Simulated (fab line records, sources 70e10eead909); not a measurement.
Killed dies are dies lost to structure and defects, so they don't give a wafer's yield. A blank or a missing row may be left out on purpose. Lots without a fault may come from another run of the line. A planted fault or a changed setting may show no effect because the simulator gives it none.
fab line records | flow nand_harc | part 1 of 2: steps 1 to 21 of 38
record lots=5 wafers=15 last_day=33
route steps=1302 shown P_M2@328 P_BONDPAD@351
lots that met no fault: from a run of the same line without faults
start_h: hours from the record's first day to the start of the lot's first wafer shown | wait_h: hours since the lot's step before | " the same as in the row above | L1.1+2: a row that stands for several wafers | - no value, or no start given | * or withheld: withheld | < > ~ a bound
route shown NAME@n: a module of which the file shows steps, and the number in the route of the first | usual: mean/standard deviation of fault-free wafers | same: alike in all rows | chamber/n: place in a boat | sites: the reading at each site | _std_site: their standard deviation | _edge_site: outer sites' mean less inner sites' | radius_mm: how far each site lies from the wafer's centre | mask NAME#n: copy n | behind: the tool/chamber that last shaped the wafer | hold: why the lot was held/for how many hours/how that ended | device: the transistor (n, p or np) that didn't switch | end of line: the same wafers' tests at the end of the route | a step without rows: its recipe alone | killed: dies lost to structure and defects at the first sort, not the wafer's yield | map: a wafer's dies, x killed, . not, _ none there
set.NAME: the setting as run; set.NAME@STEP: as run at that earlier step | model.NAME: the simulator's own value behind a step, which no gauge read
lots at some steps of the route; a table a step, a row a wafer
services: from which hour (start_h, from the record's first day; less than 0 if before it) a tool's chamber was out of use, for how many hours, and why
## steps
# step NHARC_P_M2_CD_MEAS_09
# recipe target_cd_nm=170 landing_energy_ev=500
# usual cd_nm=169.9/0.56
# columns lot.wafer tool chamber start_h wait_h cd_nm
L076.1 cd_sem-01 0 146.47 - 169.9
L076.3 " 0 " " 170.7
L076.5 " 0 " " 170.9
L084.1 cd_sem-01 0 230.11 - 170.6
L084.2 " 0 " " 169.8
L084.3 " 0 " " 170.8
L092.2 cd_sem-01 0 316.14 - 170.3
L092.3 " 0 " " 170.1
L092.5 " 0 " " 170.2
L095.1 cd_sem-02 0 343.85 - 168.9
L095.3 " 0 " " 169.1
L095.6 " 0 " " 169.7
L096.1 cd_sem-02 0 352.94 - 170.2
L096.5 " 0 " " 170.2
L096.6 " 0 " " 169.6
# step NHARC_P_M2_OVL_MEAS_10
# recipe pitch_nm=340
# usual overlay_x_nm=0.0/0.78 overlay_y_nm=0.1/0.8
# columns lot.wafer tool chamber start_h wait_h overlay_x_nm overlay_y_nm
L076.1 overlay-02 - 146.56 - 0.5 -0.2
L076.3 " - " " 0.2 -0.7
L076.5 " - " " 0.5 0.1
L084.1 overlay-02 - 230.20 - -0.5 -1.1
L084.2 " - " " 0.1 -0.2
L084.3 " - " " -0.7 -0.6
L092.2 overlay-01 - 316.23 - -0.3 0.2
L092.3 " - " " -0.1 0.6
L092.5 " - " " 0.1 0.2
L095.1 overlay-01 - 343.94 - 0.3 -0.4
L095.3 " - " " -0.2 -0.7
L095.6 " - " " 0.3 -0.7
L096.1 overlay-01 - 353.03 - 0.6 1.0
L096.5 " - " " 0.5 0.2
L096.6 " - " " 0.7 0.6
# step NHARC_P_M2_INSPECT_11
# usual raw_defect_count=4.5/2.8
# columns lot.wafer tool chamber start_h wait_h raw_defect_count
L076.1 defect_inspect-02 - 146.60 0.0 3
L076.3 " - " " 4
L076.5 " - " " 3
L084.1 defect_inspect-01 - 230.24 0.0 7
L084.2 " - " " 5
L084.3 " - " " 1
L092.2 defect_inspect-01 - 316.27 0.0 5
L092.3 " - " " 2
L092.5 " - " " 3
L095.1 defect_inspect-02 - 343.97 0.0 9
L095.3 " - " " 9
L095.6 " - " " 4
L096.1 defect_inspect-01 - 353.06 0.0 1
L096.5 " - " " 6
L096.6 " - " " 6
# step NHARC_P_M2_DESCUM_14
# recipe time_s=3 o2_flow_sccm=200 ar_flow_sccm=0 bias_power_w=0 chemistry=O2
# usual drypump_motor_current_A=5.5/0.55 oes_product_au=1.005/0.0069 rf_vpp_V=57.7/0.92 showerhead_plenum_p_Torr=1.92/0.089 throttle_valve_pct=11.311/0.0099
# columns lot.wafer tool chamber start_h wait_h drypump_motor_current_A oes_product_au rf_hours_counter_h rf_vpp_V showerhead_plenum_p_Torr throttle_valve_pct
L076.3 rie_diel-06 0 146.67 0.1 5.0 1.006 0.8 57.3 1.95 11.312
L076.1 " 2 " " 6.1 1.005 0.8 57.0 1.80 11.319
L076.5 " 3 " " 5.9 1.007 - 57.2 1.83 11.306
L084.2 rie_diel-06 0 230.31 0.1 5.0 1.011 4.6 58.6 1.95 11.322
L084.1 " 1 " " 4.7 1.015 4.0 58.6 2.01 11.307
L084.3 " 2 " " 6.1 1.001 4.9 56.6 1.80 11.303
L092.3 rie_diel-06 1 316.34 0.1 4.7 1.013 0 58.0 2.01 11.310
L092.2 " 2 " " 6.1 1.002 0 55.6 1.80 11.304
L092.5 " 0 " " 5.0 1.003 - 57.7 1.95 11.305
L095.1 rie_diel-06 2 344.05 0.1 6.1 0.992 2.2 57.0 1.80 11.304
L095.3 " 3 " " 5.9 1.002 2.5 56.6 1.83 11.297
L095.6 " 0 " " 5.0 1.011 - 57.5 1.94 11.319
L096.1 rie_diel-06 1 353.14 0.1 4.7 0.996 3.0 59.8 2.01 11.302
L096.5 " 3 " " 5.9 0.997 - 58.0 1.83 11.294
L096.6 " 0 " " 5.0 1.004 - 57.3 1.94 11.329
# step NHARC_P_M2_ETCH_35
# recipe target_depth_a=400 overetch_a=120 time_s=43.94 ion_energy_ev=200 n2_flow_sccm=150 h2_flow_sccm=150 ar_flow_sccm=0 rf_w=400 bias_w=150 chemistry=N2/H2
# usual drypump_motor_current_A=5.5/0.56 n2_flow_sccm=149.9/0.47 oes_product_au=1.004/0.0074 rf_fwd_power_W=394.1/1.8 rf_vpp_V=430.8/2.8 showerhead_plenum_p_Torr=2.05/0.098 throttle_valve_pct=14.171/0.0093
# columns lot.wafer tool chamber start_h wait_h drypump_motor_current_A n2_flow_sccm oes_product_au rf_fwd_power_W rf_hours_counter_h rf_vpp_V showerhead_plenum_p_Torr throttle_valve_pct
L076.3 rie_diel-06 0 146.77 0.1 5.0 149.8 1.008 392.7 0.8 431.9 2.08 14.183
L076.1 " 2 " " 6.1 149.5 0.998 395.7 0.8 425.5 1.91 14.176
L076.5 " 3 " " 5.9 149.8 0.998 395.0 - 428.1 1.95 14.165
L084.3 rie_diel-06 1 230.38 0.1 4.7 149.7 0.995 391.8 4.0 433.7 2.15 14.168
L084.1 " 2 " " 6.1 150.3 1.002 396.1 4.9 427.9 1.91 14.168
L084.2 " 0 " " 5.0 150.0 1.004 391.7 4.6 431.0 2.08 14.167
L092.2 rie_diel-06 1 316.42 0.1 4.7 149.8 1.013 392.6 0.0 433.4 2.15 14.178
L092.3 " 3 " " 5.9 149.8 1.006 396.3 0.0 427.9 1.95 14.157
L092.5 " 0 " " 5.0 150.0 1.007 395.2 - 432.1 2.07 14.178
L095.1 rie_diel-06 3 344.12 0.1 5.8 150.2 0.998 394.6 2.5 428.0 1.94 14.166
L095.3 " 1 " " 4.7 149.4 1.007 392.7 2.3 434.0 2.15 14.187
L095.6 " 3 " " 5.9 149.5 0.998 396.0 - 427.5 1.94 14.180
L096.1 rie_diel-06 2 353.22 0.1 6.1 149.6 0.999 392.3 2.6 427.1 1.91 14.177
L096.5 " 0 " " 5.0 150.0 1.025 391.4 - 431.3 2.07 14.174
L096.6 " 1 " " 4.7 150.2 1.014 394.5 - 433.0 2.15 14.158
# step NHARC_P_M2_ETCH_15
# recipe target_depth_a=1825 time_s=91.2 c4f8_flow_sccm=withheld ar_flow_sccm=400 rf_w=600 bias_w=300 chemistry=C4F8/Ar
# usual oes_product_au=0.954/0.022 rf_fwd_power_W=595.3/2.1 rf_vpp_V=440.8/2.9
# columns lot.wafer tool chamber start_h wait_h oes_product_au rf_fwd_power_W rf_hours_counter_h rf_vpp_V
L076.3 rie_diel-06 0 - - 0.969 593.5 0.8 440.9
L076.1 " 3 " " 0.963 596.6 0.8 437.8
L076.5 " 0 " " 0.972 594.1 - 441.1
L084.3 rie_diel-06 1 - - 0.980 596.1 4.0 443.0
L084.1 " 2 " " 0.931 597.9 4.9 436.5
L084.2 " 3 " " 0.932 594.4 4.4 438.7
L092.3 rie_diel-06 1 - - 0.980 594.4 0.0 443.0
L092.2 " 2 " " 0.968 596.0 0.0 437.1
L092.5 " 1 " " 0.980 596.1 - 444.9
L095.3 rie_diel-06 0 - - 0.948 594.3 2.6 442.8
L095.1 " 1 " " 0.950 594.1 2.3 443.5
L095.6 " 0 " " 0.944 594.8 - 442.7
L096.1 rie_diel-06 3 - - 0.957 595.0 3.1 437.9
L096.6 " 2 " " 0.975 592.5 - 435.8
L096.5 " 3 " " 0.962 596.3 - 438.4
# step NHARC_P_M2_CD_MEAS_16
# usual cd_nm=169.9/0.68
# columns lot.wafer tool chamber start_h wait_h cd_nm
L076.1 cd_sem-02 - 147.01 - 169.9
L076.3 " - " " 170.8
L076.5 " - " " 170.2
L084.1 cd_sem-02 - 230.60 - 170.9
L084.2 " - " " 170.5
L084.3 " - " " 170.9
L092.2 cd_sem-02 - 316.63 - 170.9
L092.3 " - " " 170.6
L092.5 " - " " 170.8
L095.1 cd_sem-02 - 344.34 - 169.3
L095.3 " - " " 168.3
L095.6 " - " " 169.7
L096.1 cd_sem-03 - 353.43 - 169.8
L096.5 " - " " 169.4
L096.6 " - " " 169.9
# step NHARC_P_M2_STRIP_18
# recipe power_w=1000 n2_flow_sccm=150 h2_flow_sccm=150 ar_flow_sccm=0 bias_w=0 chemistry=N2/H2
# usual drypump_motor_current_A=5.7/0.52 n2_flow_sccm=149.9/0.48 oes_product_au=1.003/0.0076 power_w=1000/3 rf_fwd_power_W=997/3 rf_vpp_V=90.8/0.89 showerhead_plenum_p_Torr=2.08/0.077 throttle_valve_pct=14.171/0.0092
# columns lot.wafer tool chamber start_h wait_h drypump_motor_current_A n2_flow_sccm oes_product_au power_w rf_fwd_power_W rf_hours_counter_h rf_vpp_V showerhead_plenum_p_Torr throttle_valve_pct
L076.3 rie_diel-03 2 147.11 0.1 5.0 149.6 1.010 998 998 0.3 91.2 2.05 14.167
L076.1 " 3 " " 5.6 150.6 1.003 1004 992 0.3 90.3 2.01 14.177
L076.5 " 2 " " 5.0 149.3 1.009 997 996 - 90.3 2.05 14.171
L084.3 rie_diel-03 1 230.68 0.1 6.1 149.8 1.006 1003 1002 7.6 90.8 2.02 14.159
L084.2 " 2 " " 5.0 149.5 1.008 1004 992 6.2 89.5 2.05 14.172
L084.1 " 3 " " 5.6 151.0 1.002 1001 996 5.9 89.8 2.01 14.160
L092.2 rie_diel-03 2 316.71 0.1 5.0 150.3 1.002 998 992 1.7 90.1 2.04 14.155
L092.3 " 0 " " 6.6 149.6 0.986 1001 999 1.1 92.0 2.13 14.174
L092.5 " 2 " " 5.0 150.1 0.984 1002 999 - 91.1 2.05 14.179
L095.3 rie_diel-05 2 344.41 0.1 5.7 149.7 1.004 998 994 5.4 91.9 2.21 14.168
L095.1 " 1 " " 6.0 149.5 1.010 1004 994 7.1 89.7 2.03 14.175
L095.6 " 2 " " 5.6 149.9 0.998 997 995 - 90.4 2.21 14.180
L096.1 rie_diel-05 2 353.50 0.1 5.6 148.8 1.004 999 995 5.9 91.5 2.21 14.187
L096.5 " 3 " " 5.5 149.9 0.996 1002 998 - 89.7 2.18 14.172
L096.6 " 1 " " 6.0 149.6 0.998 997 1000 - 90.3 2.03 14.176
# step NHARC_P_M2_ETCH_28
# recipe target_depth_a=300 over_etch_frac=0.3 time_s=72.99 ion_energy_ev=150 cf4_flow_sccm=50 n2_flow_sccm=100 ar_flow_sccm=150 rf_w=300 bias_w=100 chemistry=CF4/N2
# usual drypump_motor_current_A=5.7/0.52 n2_flow_sccm=100.02/0.26 oes_product_au=1.003/0.0076 rf_fwd_power_W=297.2/1.4 rf_vpp_V=314.9/1.9 showerhead_plenum_p_Torr=2.67/0.09 throttle_valve_pct=19.794/0.0084
# columns lot.wafer tool chamber start_h wait_h drypump_motor_current_A n2_flow_sccm oes_product_au rf_fwd_power_W rf_hours_counter_h rf_vpp_V showerhead_plenum_p_Torr throttle_valve_pct
L076.1 rie_diel-03 0 - - 6.6 99.94 0.998 297.9 0.4 317.3 2.74 19.789
L076.3 " 1 " " 6.1 99.86 0.996 299.3 0.4 314.5 2.60 19.795
L076.5 " 0 " " 6.6 100.09 1.003 298.1 - 315.4 2.74 19.792
L084.3 rie_diel-03 2 - - 5.0 100.06 0.998 295.6 6.2 315.4 2.63 19.798
L084.2 " 0 " " 6.5 100.16 1.003 297.2 7.3 316.7 2.73 19.784
L084.1 " 1 " " 6.2 100.49 1.003 297.1 7.7 313.1 2.60 19.802
L092.3 rie_diel-03 3 - - 5.6 99.99 0.989 297.4 1.6 314.1 2.59 19.796
L092.2 " 2 " " 5.0 100.19 0.993 296.2 1.7 314.0 2.63 19.796
L092.5 " 3 " " 5.6 100.45 0.998 296.6 - 312.1 2.59 19.787
L095.1 rie_diel-05 3 - - 5.5 99.89 0.995 296.1 8.2 316.6 2.79 19.787
L095.3 " 1 " " 6.0 100.45 1.015 298.0 7.2 313.7 2.62 19.796
L095.6 " 2 " " 5.7 99.86 0.996 297.7 - 317.5 2.82 19.799
L096.1 rie_diel-05 3 - - 5.5 99.60 0.993 296.1 8.7 318.5 2.79 19.795
L096.6 " 1 " " 6.0 100.15 0.998 298.1 - 314.6 2.62 19.787
L096.5 " 2 " " 5.7 99.79 1.000 297.4 - 317.1 2.82 19.810
# step NHARC_P_M2_STRIP_19
# recipe time_s=600 temp_c=30 chemistry=post_etch_residue_remover
# columns lot.wafer tool chamber start_h wait_h
L076.1+5+3 wet_bench-10 2,4,5 147.45 -
L084.2+3+1 wet_bench-08 6,7,1 231.06 -
L092.2+3+5 wet_bench-08 7,1,2 317.08 -
L095.6+1+3 wet_bench-08 1,2,3 344.88 -
L096.1+6+5 wet_bench-10 7,2,3 353.94 -
# step NHARC_P_M2_DEGAS_29
# recipe temp_c=250 time_s=60
# usual heater_power_w=326/33
# columns lot.wafer tool chamber start_h wait_h heater_power_w
L076.1 pvd_sputter-03 - 147.73 - 381
L076.3 " - " " 374
L076.5 " - " " 321
L084.1 pvd_sputter-03 - 231.32 - 302
L084.3 " - " " 391
L084.2 " - " " 315
L092.2 pvd_sputter-01 - 317.36 - 295
L092.3 " - " " 329
L092.5 " - " " 359
L095.1 pvd_sputter-01 - 345.12 - 351
L095.3 " - " " 360
L095.6 " - " " 356
L096.1 pvd_sputter-01 - 354.22 - 334
L096.5 " - " " 359
L096.6 " - " " 292
# step NHARC_P_M2_PRE_CLEAN_30
# recipe time_s=30 temp_c=280 gas=H2/He
# usual heater_power_w=398/40
# columns lot.wafer tool chamber start_h wait_h heater_power_w
L076.1 pvd_sputter-03 - - - 436
L076.3 " - " " 393
L076.5 " - " " 378
L084.1 pvd_sputter-03 - - - 374
L084.2 " - " " 444
L084.3 " - " " 370
L092.2 pvd_sputter-01 - - - 353
L092.3 " - " " 413
L092.5 " - " " 356
L095.3 pvd_sputter-01 - - - 449
L095.1 " - " " 355
L095.6 " - " " 415
L096.1 pvd_sputter-01 - - - 412
L096.6 " - " " 409
L096.5 " - " " 416
# step NHARC_P_M2_PVD_20
# recipe target_thk_a=50 bias_v=168.6 power_w=15000 chamber_pressure_pa=0.12 time_s=8.06 substrate_temp_c=50 material=TaN
# usual throttle_valve_pct=30.0/1.2
# columns lot.wafer tool chamber start_h wait_h throttle_valve_pct
L076.3 pvd_sputter-03 - - - 29.5
L076.1 " - " " 30.9
L076.5 " - " " 30.5
L084.3 pvd_sputter-03 - - - 27.8
L084.1 " - " " 30.1
L084.2 " - " " 30.8
L092.2 pvd_sputter-01 - - - 29.7
L092.3 " - " " 31.5
L092.5 " - " " 29.7
L095.1 pvd_sputter-01 - - - 31.7
L095.3 " - " " 29.6
L095.6 " - " " 31.5
L096.1 pvd_sputter-01 - - - 31.4
L096.6 " - " " 31.5
L096.5 " - " " 30.9
# step NHARC_P_M2_PVD_21
# recipe target_thk_a=300 chamber_pressure_pa=5 power_w=5000 substrate_temp_c=30 time_s=20.49 material=Cu
# usual throttle_valve_pct=30.0/1.2
# columns lot.wafer tool chamber start_h wait_h throttle_valve_pct
L076.3 pvd_sputter-03 - - - 28.7
L076.1 " - " " 31.1
L076.5 " - " " 29.0
L084.3 pvd_sputter-03 - - - 30.9
L084.1 " - " " 27.6
L084.2 " - " " 29.9
L092.2 pvd_sputter-01 - - - 30.7
L092.3 " - " " 29.9
L092.5 " - " " 29.6
L095.1 pvd_sputter-01 - - - 29.9
L095.3 " - " " 31.4
L095.6 " - " " 30.8
L096.1 pvd_sputter-01 - - - 29.6
L096.6 " - " " 31.7
L096.5 " - " " 30.6
# step NHARC_P_M2_ECD_22
# recipe target_thk_a=4000 bath_temp_c=25 material=Cu
# columns lot.wafer tool chamber start_h wait_h
L076.1+3+5 ecd_cu-02 0,1,0 148.13 -
L084.1+2+3 ecd_cu-02 0,1,0 231.69 -
L092.2+3+5 ecd_cu-01 0 317.71 -
L095.1+3+6 ecd_cu-01 1,1,0 345.54 -
L096.1+5+6 ecd_cu-01 1,1,0 354.56 -
# step NHARC_P_M2_ANNEAL_31
# recipe temp_c=225 time_s=90
# usual wafer_temp_C_max=225.53/0.17
# columns lot.wafer tool chamber start_h wait_h wafer_temp_C_max
L076.1 rtp_anneal-02 0 148.45 0.3 225.67
L076.3 " 0 " " 225.45
L076.5 " 0 " " 225.34
L084.1 rtp_anneal-02 0 232.07 0.3 225.88
L084.2 " 0 " " 225.97
L084.3 " 0 " " 225.65
L092.2 rtp_anneal-02 0 318.14 0.4 225.46
L092.3 " 0 " " 225.51
L092.5 " 0 " " 225.37
L095.1 rtp_anneal-01 0 345.86 0.3 225.45
L095.3 " 0 " " 225.40
L095.6 " 0 " " 225.60
L096.1 rtp_anneal-02 0 354.94 - 225.41
L096.5 " 0 " " 225.66
L096.6 " 0 " " 225.49
# step NHARC_P_M2_CMP_23
# recipe t_overpolish_s=20 target_thk_nm=144.3
# usual motor_current_A=11.6/1.2 time_to_endpoint_s=28.9/2
# columns lot.wafer tool chamber start_h wait_h motor_current_A time_to_endpoint_s
L076.3 cmp-02 1 148.80 - 11.1 29.6
L076.1 " 0 " " 11.1 30.0
L076.5 " 1 " " 11.5 32.1
L084.3 cmp-01 0 232.45 - 14.4 27.8
L084.1 " 1 " " 10.1 28.8
L084.2 " 2 " " 12.3 28.9
L092.3 cmp-01 2 318.43 - 12.8 29.1
L092.2 " 3 " " 11.7 28.1
L092.5 " 3 " " 11.1 29.1
L095.1 cmp-02 1 346.20 - 10.3 25.3
L095.3 " 3 " " 12.3 26.0
L095.6 " 2 " " 11.1 26.9
L096.1 cmp-02 0 355.37 - 12.3 27.0
L096.6 " 1 " " 10.8 27.8
L096.5 " 2 " " 10.6 29.7
# step NHARC_P_M2_THK_MEAS_24
# recipe thk_meas_gauge=xrf
# usual thk_nm=144.1/1.3
# columns lot.wafer tool chamber start_h wait_h thk_nm
L076.1 film_metro-02 - 149.12 - 145.3
L076.3 " - " " 142.7
L076.5 " - " " 145.8
L084.1 film_metro-02 - 232.73 - 141.8
L084.2 " - " " 142.9
L084.3 " - " " 144.2
L092.2 film_metro-02 - 318.75 - 144.6
L092.3 " - " " 145.2
L092.5 " - " " 144.6
L095.1 film_metro-01 - 346.51 - 146.0
L095.3 " - " " 143.3
L095.6 " - " " 146.2
L096.1 film_metro-01 - 355.60 - 144.8
L096.5 " - " " 143.3
L096.6 " - " " 143.0
# step NHARC_P_M2_SRD_25
# columns lot.wafer tool chamber start_h wait_h
L076.1+3+5 wet_bench-08 3,4,6 149.16 0.0
L084.1+2+3 wet_bench-10 6,7,0 232.78 0.1
L092.5+2+3 wet_bench-08 2,5,6 318.79 0.0
L095.6+3+1 wet_bench-10 5,6,1 346.55 0.0
L096.6+5+1 wet_bench-10 0,2,3 355.64 0.0
# step NHARC_P_M2_INSPECT_27
# usual raw_defect_count=322/130
# columns lot.wafer tool chamber start_h wait_h raw_defect_count
L076.1 defect_inspect-02 - 149.27 0.0 217
L076.3 " - " " 458
L076.5 " - " " 269
L084.1 defect_inspect-01 - 232.89 0.0 759
L084.2 " - " " 563
L084.3 " - " " 532
L092.2 defect_inspect-01 - 318.91 0.0 238
L092.3 " - " " 424
L092.5 " - " " 296
L095.1 defect_inspect-02 - 346.67 0.0 155
L095.3 " - " " 121
L095.6 " - " " 194
L096.1 defect_inspect-02 - 355.75 0.0 558
L096.5 " - " " 566
L096.6 " - " " 395
# step NHARC_P_M2_PRE_CLEAN_32
# recipe time_s=12 temp_c=370 rf_power_w=300 gas=NH3
# usual heater_power_w=628/74 rf_fwd_power_W=292.5/0.89
# columns lot.wafer tool chamber start_h wait_h heater_power_w rf_fwd_power_W
L076.1 pecvd-04 0 149.34 0.1 605 292.6
L076.3 " 2 " " 511 292.1
L076.5 " 1 " " 724 293.4
L084.1 pecvd-03 1 232.96 0.1 702 293.0
L084.2 " 2 " " 661 293.2
L084.3 " 0 " " 607 292.4
L092.2 pecvd-03 2 318.99 0.1 665 292.9
L092.3 " 1 " " 782 292.9
L092.5 " 2 " " 670 292.6
L095.1 pecvd-03 1 346.74 0.1 708 293.4
L095.3 " 0 " " 574 291.5
L095.6 " 2 " " 613 294.3
L096.1 pecvd-04 0 355.83 0.1 639 291.8
L096.6 " 2 " " 527 291.0
L096.5 " 1 " " 667 291.1
